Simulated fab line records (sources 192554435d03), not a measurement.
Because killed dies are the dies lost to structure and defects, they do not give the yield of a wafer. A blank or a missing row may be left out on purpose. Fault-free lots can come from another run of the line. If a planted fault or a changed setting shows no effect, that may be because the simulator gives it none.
Which tool is to blame? / flow n5Finfet / 24 lots, 72 wafers sampled, at 4 steps of a route of 1938

WHAT THE GAUGES SHOWED, per wafer
N5_BEOL_M6_CD_MEAS_35: target cd 40 nm, target cd y 28 nm.
lot=L075; measured=day 9 11:37; on=cdSem-03; cdNm (nm)=40.4 39.9 41.4
lot=L074; measured=day 9 18:25; on=cdSem-01; cdNm (nm)=40.1 40.2 39.6
lot=L076; measured=day 10 05:43; on=cdSem-01; cdNm (nm)=38.8 40.0 40.3
lot=L080; measured=day 10 16:38; on=cdSem-01; cdNm (nm)=41.5 40.5 40.4
lot=L077; measured=day 10 17:03; on=cdSem-01; cdNm (nm)=39.9 39.8 38.8
lot=L078; measured=day 10 17:24; on=cdSem-03; cdNm (nm)=40.3 40.5 39.8
lot=L079; measured=day 11 00:08; on=cdSem-03; cdNm (nm)=38.8 40.4 39.3
lot=L081; measured=day 11 16:32; on=cdSem-01; cdNm (nm)=40.2 39.7 40.3
lot=L082; measured=day 11 17:00; on=cdSem-02; cdNm (nm)=41.0 40.9 40.4
lot=L083; measured=day 12 06:51; on=cdSem-03; cdNm (nm)=39.1 39.0 40.1
lot=L084; measured=day 12 10:37; on=cdSem-01; cdNm (nm)=40.2 39.8 41.0
lot=L086; measured=day 13 06:37; on=cdSem-01; cdNm (nm)=40.6 40.1 39.6
lot=L085; measured=day 13 07:13; on=cdSem-02; cdNm (nm)=39.3 38.8 39.5
lot=L088; measured=day 13 13:35; on=cdSem-02; cdNm (nm)=39.5 40.2 40.0
lot=L087; measured=day 14 02:21; on=cdSem-02; cdNm (nm)=39.7 39.8 39.2
lot=L089; measured=day 14 06:00; on=cdSem-01; cdNm (nm)=39.9 40.7 40.9
lot=L093; measured=day 14 06:29; on=cdSem-01; cdNm (nm)=39.8 39.0 40.3
lot=L090; measured=day 14 11:10; on=cdSem-02; cdNm (nm)=40.0 39.8 39.5
lot=L091; measured=day 14 11:12; on=cdSem-02; cdNm (nm)=40.3 39.3 39.7
lot=L095; measured=day 14 17:41; on=cdSem-02; cdNm (nm)=39.2 39.8 39.7
lot=L092; measured=day 14 17:49; on=cdSem-02; cdNm (nm)=40.0 41.1 40.8
lot=L094; measured=day 14 22:13; on=cdSem-03; cdNm (nm)=39.7 40.2 41.0
lot=L096; measured=day 15 21:11; on=cdSem-03; cdNm (nm)=39.9 40.7 39.5
lot=L097; measured=day 16 12:04; on=cdSem-01; cdNm (nm)=40.2 41.0 40.1

N5_BEOL_M6_INSPECT_58: inspects for defects (darkfield).
lot=L075; measured=day 9 14:26; on=defectInspect-01; rawDefectCount=54 42 37
lot=L074; measured=day 9 20:32; on=defectInspect-01; rawDefectCount=64 79 47
lot=L076; measured=day 10 11:47; on=defectInspect-02; rawDefectCount=57 173 79
lot=L080; measured=day 10 19:26; on=defectInspect-01; rawDefectCount=51 83 88
lot=L077; measured=day 10 19:43; on=defectInspect-02; rawDefectCount=62 111 80
lot=L078; measured=day 10 19:54; on=defectInspect-02; rawDefectCount=64 61 82
lot=L079; measured=day 11 03:13; on=defectInspect-01; rawDefectCount=151 92 71
lot=L081; measured=day 11 19:41; on=defectInspect-01; rawDefectCount=70 60 86
lot=L082; measured=day 11 20:12; on=defectInspect-01; rawDefectCount=67 102 104
lot=L083; measured=day 12 10:40; on=defectInspect-01; rawDefectCount=90 83 90
lot=L084; measured=day 12 13:34; on=defectInspect-01; rawDefectCount=80 88 57
lot=L086; measured=day 13 10:26; on=defectInspect-02; rawDefectCount=148 78 119
lot=L085; measured=day 13 11:01; on=defectInspect-01; rawDefectCount=76 114 68
lot=L088; measured=day 13 15:53; on=defectInspect-02; rawDefectCount=75 99 37
lot=L087; measured=day 14 04:36; on=defectInspect-01; rawDefectCount=136 75 78
lot=L089; measured=day 14 08:47; on=defectInspect-02; rawDefectCount=101 81 93
lot=L093; measured=day 14 09:41; on=defectInspect-02; rawDefectCount=64 50 48
lot=L090; measured=day 14 13:27; on=defectInspect-01; rawDefectCount=40 68 37
lot=L091; measured=day 14 13:38; on=defectInspect-02; rawDefectCount=77 79 84
lot=L095; measured=day 14 21:19; on=defectInspect-01; rawDefectCount=47 57 86
lot=L092; measured=day 14 21:35; on=defectInspect-01; rawDefectCount=50 50 58
lot=L094; measured=day 15 01:23; on=defectInspect-02; rawDefectCount=140 84 66
lot=L096; measured=day 16 00:40; on=defectInspect-02; rawDefectCount=96 131 80
lot=L097; measured=day 16 15:39; on=defectInspect-01; rawDefectCount=124 105 91

N5_BEOL_M7_OVL_MEAS_29.
lot=L075; measured=day 9 23:35; on=overlay-01; V6_OVL (nm)=-0.2 -0.1 -1.3
lot=L074; measured=day 10 00:02; on=overlay-02; V6_OVL (nm)=-0.9 -0.6 -1.4
lot=L076; measured=day 10 16:17; on=overlay-02; V6_OVL (nm)=-1.3 -1.4 -0.8
lot=L080; measured=day 10 23:20; on=overlay-01; V6_OVL (nm)=0.2 -1.0 -0.9
lot=L077; measured=day 10 22:53; on=overlay-02; V6_OVL (nm)=-0.5 -0.3 -1.6
lot=L078; measured=day 10 23:04; on=overlay-02; V6_OVL (nm)=-1.1 -0.4 -1.0
lot=L079; measured=day 11 09:41; on=overlay-02; V6_OVL (nm)=-0.8 -0.9 -0.3
lot=L081; measured=day 12 03:04; on=overlay-01; V6_OVL (nm)=-0.5 -1.3 -1.3
lot=L082; measured=day 12 03:15; on=overlay-02; V6_OVL (nm)=-1.2 -1.1 0.3
lot=L083; measured=day 12 14:03; on=overlay-02; V6_OVL (nm)=-0.3 -2.2 -1.3
lot=L084; measured=day 12 16:32; on=overlay-01; V6_OVL (nm)=-1.0 0.5 -0.2
lot=L086; measured=day 13 14:57; on=overlay-01; V6_OVL (nm)=-1.5 -0.9 -1.0
lot=L085; measured=day 13 15:10; on=overlay-02; V6_OVL (nm)=-0.5 -1.2 -1.0
lot=L088; measured=day 14 01:41; on=overlay-01; V6_OVL (nm)=-0.1 0.4 -0.3
lot=L087; measured=day 14 07:55; on=overlay-02; V6_OVL (nm)=-1.9 -1.8 -1.6
lot=L089; measured=day 14 12:05; on=overlay-01; V6_OVL (nm)=0.2 0.5 0.0
lot=L093; measured=day 14 12:53; on=overlay-02; V6_OVL (nm)=-1.0 -0.6 -0.3
lot=L090; measured=day 14 19:20; on=overlay-02; V6_OVL (nm)=-0.8 -0.3 -0.5
lot=L091; measured=day 14 19:05; on=overlay-02; V6_OVL (nm)=-1.2 -0.9 -0.4
lot=L095; measured=day 15 04:10; on=overlay-02; V6_OVL (nm)=0.3 -0.1 -0.6
lot=L092; measured=day 15 03:16; on=overlay-02; V6_OVL (nm)=0.2 -1.1 0.1
lot=L094; measured=day 15 05:04; on=overlay-01; V6_OVL (nm)=0.4 -0.4 -1.1
lot=L096; measured=day 16 04:32; on=overlay-01; V6_OVL (nm)=1.2 1.0 0.7
lot=L097; measured=day 16 22:26; on=overlay-01; V6_OVL (nm)=-1.2 -0.3 -1.5

TOOL THAT RAN EACH LOT (tool first, then ch and the chambers of the sampled wafers, then the start)
lot=L075; N5_BEOL_M6_DEP_56=pecvd-03 ch 0,1,2, day 9 14:20
lot=L074; N5_BEOL_M6_DEP_56=pecvd-03 ch 1,2, day 9 20:24
lot=L076; N5_BEOL_M6_DEP_56=pecvd-02 ch 0,1,2, day 10 11:41
lot=L080; N5_BEOL_M6_DEP_56=pecvd-03 ch 0,2, day 10 19:21
lot=L077; N5_BEOL_M6_DEP_56=pecvd-01 ch 0,1, day 10 19:37
lot=L078; N5_BEOL_M6_DEP_56=pecvd-01 ch 0,1, day 10 19:48
lot=L079; N5_BEOL_M6_DEP_56=pecvd-03 ch 1,2, day 11 03:07
lot=L081; N5_BEOL_M6_DEP_56=pecvd-02 ch 0,1,2, day 11 19:35
lot=L082; N5_BEOL_M6_DEP_56=pecvd-02 ch 0,2, day 11 20:06
lot=L083; N5_BEOL_M6_DEP_56=pecvd-01 ch 1,2, day 12 10:34
lot=L084; N5_BEOL_M6_DEP_56=pecvd-02 ch 1,2, day 12 13:28
lot=L086; N5_BEOL_M6_DEP_56=pecvd-01 ch 0,1,2, day 13 10:20
lot=L085; N5_BEOL_M6_DEP_56=pecvd-01 ch 1,2, day 13 10:55
lot=L088; N5_BEOL_M6_DEP_56=pecvd-03 ch 1,2, day 13 15:47
lot=L087; N5_BEOL_M6_DEP_56=pecvd-02 ch 0,1,2, day 14 04:31
lot=L089; N5_BEOL_M6_DEP_56=pecvd-01 ch 0,2, day 14 08:41
lot=L093; N5_BEOL_M6_DEP_56=pecvd-02 ch 0,2, day 14 09:35
lot=L090; N5_BEOL_M6_DEP_56=pecvd-02 ch 0,1,2, day 14 13:22
lot=L091; N5_BEOL_M6_DEP_56=pecvd-03 ch 0,1,2, day 14 13:32
lot=L095; N5_BEOL_M6_DEP_56=pecvd-03 ch 1,2, day 14 21:13
lot=L092; N5_BEOL_M6_DEP_56=pecvd-02 ch 0,1,2, day 14 21:31
lot=L094; N5_BEOL_M6_DEP_56=pecvd-02 ch 0,1,2, day 15 01:17
lot=L096; N5_BEOL_M6_DEP_56=pecvd-03 ch 0,1, day 16 00:34
lot=L097; N5_BEOL_M6_DEP_56=pecvd-02 ch 0,2, day 16 15:33
- N5_BEOL_M6_DEP_56: deposits SiCN from 3MS/NH3, target thk 10 nm, time 17.5 s.

WHAT THE TOOLS THEMSELVES READ (means of the sampled wafers that have a number; where no wafer has one, the mark that the record gives instead)
N5_BEOL_M6_DEP_56.
lot=L075; tool=pecvd-03; chamberPressureTorr (Torr)=2.995; showerheadPlenumPTorr (Torr)=3.652; throttleValvePct (%)=8.79
lot=L074; tool=pecvd-03; chamberPressureTorr (Torr)=2.999; showerheadPlenumPTorr (Torr)=3.647; throttleValvePct (%)=8.69
lot=L076; tool=pecvd-02; chamberPressureTorr (Torr)=3.003; showerheadPlenumPTorr (Torr)=3.666; throttleValvePct (%)=8.97
lot=L080; tool=pecvd-03; chamberPressureTorr (Torr)=2.998; showerheadPlenumPTorr (Torr)=3.645; throttleValvePct (%)=8.70
lot=L077; tool=pecvd-01; chamberPressureTorr (Torr)=3.004; showerheadPlenumPTorr (Torr)=3.668; throttleValvePct (%)=8.82
lot=L078; tool=pecvd-01; chamberPressureTorr (Torr)=2.997; showerheadPlenumPTorr (Torr)=3.664; throttleValvePct (%)=8.91
lot=L079; tool=pecvd-03; chamberPressureTorr (Torr)=2.988; showerheadPlenumPTorr (Torr)=3.662; throttleValvePct (%)=8.86
lot=L081; tool=pecvd-02; chamberPressureTorr (Torr)=3.000; showerheadPlenumPTorr (Torr)=3.672; throttleValvePct (%)=8.82
lot=L082; tool=pecvd-02; chamberPressureTorr (Torr)=2.998; showerheadPlenumPTorr (Torr)=3.667; throttleValvePct (%)=9.13
lot=L083; tool=pecvd-01; chamberPressureTorr (Torr)=2.996; showerheadPlenumPTorr (Torr)=3.658; throttleValvePct (%)=8.96
lot=L084; tool=pecvd-02; chamberPressureTorr (Torr)=3.007; showerheadPlenumPTorr (Torr)=3.664; throttleValvePct (%)=8.77
lot=L086; tool=pecvd-01; chamberPressureTorr (Torr)=3.002; showerheadPlenumPTorr (Torr)=3.662; throttleValvePct (%)=8.70
lot=L085; tool=pecvd-01; chamberPressureTorr (Torr)=3.009; showerheadPlenumPTorr (Torr)=3.652; throttleValvePct (%)=9.08
lot=L088; tool=pecvd-03; chamberPressureTorr (Torr)=2.994; showerheadPlenumPTorr (Torr)=3.641; throttleValvePct (%)=8.89
lot=L087; tool=pecvd-02; chamberPressureTorr (Torr)=2.998; showerheadPlenumPTorr (Torr)=3.671; throttleValvePct (%)=8.93
lot=L089; tool=pecvd-01; chamberPressureTorr (Torr)=3.002; showerheadPlenumPTorr (Torr)=3.674; throttleValvePct (%)=8.52
lot=L093; tool=pecvd-02; chamberPressureTorr (Torr)=3.000; showerheadPlenumPTorr (Torr)=3.669; throttleValvePct (%)=8.78
lot=L090; tool=pecvd-02; chamberPressureTorr (Torr)=3.002; showerheadPlenumPTorr (Torr)=3.670; throttleValvePct (%)=9.00
lot=L091; tool=pecvd-03; chamberPressureTorr (Torr)=3.002; showerheadPlenumPTorr (Torr)=3.652; throttleValvePct (%)=8.87
lot=L095; tool=pecvd-03; chamberPressureTorr (Torr)=3.003; showerheadPlenumPTorr (Torr)=3.647; throttleValvePct (%)=8.92
lot=L092; tool=pecvd-02; chamberPressureTorr (Torr)=2.995; showerheadPlenumPTorr (Torr)=3.666; throttleValvePct (%)=8.79
lot=L094; tool=pecvd-02; chamberPressureTorr (Torr)=3.003; showerheadPlenumPTorr (Torr)=3.666; throttleValvePct (%)=8.99
lot=L096; tool=pecvd-03; chamberPressureTorr (Torr)=3.003; showerheadPlenumPTorr (Torr)=3.665; throttleValvePct (%)=8.79
lot=L097; tool=pecvd-02; chamberPressureTorr (Torr)=2.994; showerheadPlenumPTorr (Torr)=3.668; throttleValvePct (%)=8.90

THE ANSWER, worked out from the rows above alone
Rule: usual is defined by the lots themselves. The widest of any qualifying gaps counts: lots, ordered by their means at a reading, are off when they make up no more than a third of the lots, leave a main group of 4 or more, and stand apart from it by 3 or more times the standard deviation of that group's means. Not used: any main group whose means are identical at the precision the tables above print for the reading. A lot without any number at a reading at which 4 lots or more have one is off too. Where the step has rows for the other lots, those lots are counted as sound. Order of review: gauges by route order, followed by the tools' own readings, for which a lot's mean as printed above is used. At the first step where some lot is off, the reading lying furthest off is the one used; lots without a number count as furthest.
No lot is off on any of the readings shown, so nothing can be concluded from this.

WHAT THE SIMULATOR PUT IN
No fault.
